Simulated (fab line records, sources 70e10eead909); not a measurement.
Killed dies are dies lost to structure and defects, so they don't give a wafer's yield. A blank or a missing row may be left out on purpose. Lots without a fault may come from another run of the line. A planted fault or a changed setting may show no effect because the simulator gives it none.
Problem report in the 8D (eight disciplines) form, filled by code | flow nand_harc | the parts of the form that need people (team, actions taken, sign-off) are left out

1. THE PROBLEM
run_length_s at NHARC_A_CHANNEL_FILL_D1_ETCHBACK_08 reads a mean of 285.0 s on 2 wafers of 2 lots; wafers without a fault read 131.4 s with a standard deviation of 0.37. That is +99 or more standard deviations from the usual mean.
The step: etches the open film in C4F8, target depth 220 nm, time 110 s.
First seen on wafer L926.1, day 17 00:17, on rie_diel-11. The record holds 33 wafers of 11 lots with a number at this step. Rule for "out", or "out of limits": more than 4 standard deviations from the usual mean. The other wafers with a number count as sound.

2. WHAT IT IS AND WHAT IT IS NOT
question                    | is                | is not
which readings at this step | run_length_s      | chamber_pressure_mTorr, oes_product_au, rf_vpp_V
which lots                  | L926, L927        | L915, L917, L918, L919, L922, L925, L929, L932, L934
which wafers of those lots  | L926.1, L927.5    | L926.3, L926.4, L927.3, L927.6
read on which tools         | rie_diel-11       | rie_diel-02, rie_diel-07
when                        | from day 17 00:17 | up to then (20 sound wafers); but 11 sound wafers of L927, L929, L932, L934 came after

3. SUSPECTS, AND WHAT RULES EACH OUT
Counting: a tool at a process step up to the reading stays a suspect if it ran every lot that is out. Sound lots after the first of them don't rule it out here, since some wafers of a struck lot are sound.
- har_etch-01 at NHARC_A_CHANNEL_HOLE_D1_ETCH_22 (etches the open film in C4F8/O2/Ar, time 666.7 s, target depth 1600 nm): kept. It ran every lot that is out, first L926 (day 15 01:19); its last sound lot up to then is L925 (day 14 15:25).
- har_etch-01 at NHARC_A_CHANNEL_HOLE_D1_ETCH_23 (etches the open film in C4F8/O2/Ar, time 819 s, target depth 1600 nm): kept. It ran every lot that is out, first L926 (day 15 01:53); its last sound lot up to then is L925 (day 14 15:59).
- rie_diel-11 at NHARC_A_CHANNEL_FILL_D1_ETCHBACK_08 (etches the open film in C4F8, target depth 220 nm, time 110 s): kept. It ran every lot that is out, first L926 (day 17 00:17); its last sound lot up to then is L919 (day 14 04:03). Its own readings are out on those wafers: run_length_s.
Left after counting: har_etch-01 at NHARC_A_CHANNEL_HOLE_D1_ETCH_22, har_etch-01 at NHARC_A_CHANNEL_HOLE_D1_ETCH_23, rie_diel-11 at NHARC_A_CHANNEL_FILL_D1_ETCHBACK_08.

4. THE CAUSE (what the simulator had put in)
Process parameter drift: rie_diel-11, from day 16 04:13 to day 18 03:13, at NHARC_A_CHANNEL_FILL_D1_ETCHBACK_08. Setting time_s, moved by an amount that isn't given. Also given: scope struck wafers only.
Counting left 3 suspects, and this tool is among them.

5. THE CHAIN OF EFFECTS, in route order
Each row: a reading whose mean over the struck wafers that have a number lies more than 3 standard deviations from the usual. Only readings for which the record gives a usual standard deviation are gone through. hours: the time from each lot's start at the first step in this table that gives one to its start at this step, as a median over the lots. sigmas: the change in usual standard deviations.
hours | step                                | reading      | usual   | on struck wafers | change | sigmas
0     | NHARC_A_CHANNEL_FILL_D1_ETCHBACK_08 | run_length_s | 131.4 s | 285.0            | +153.6 | +99 or more
The process steps in it:
- NHARC_A_CHANNEL_FILL_D1_ETCHBACK_08: etches the open film in C4F8, target depth 220 nm, time 110 s.

6. WHAT WOULD HAVE CAUGHT IT SOONER
In this record the first reading out of limits was taken at day 17 00:17, 20 hours after the fault began at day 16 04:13.
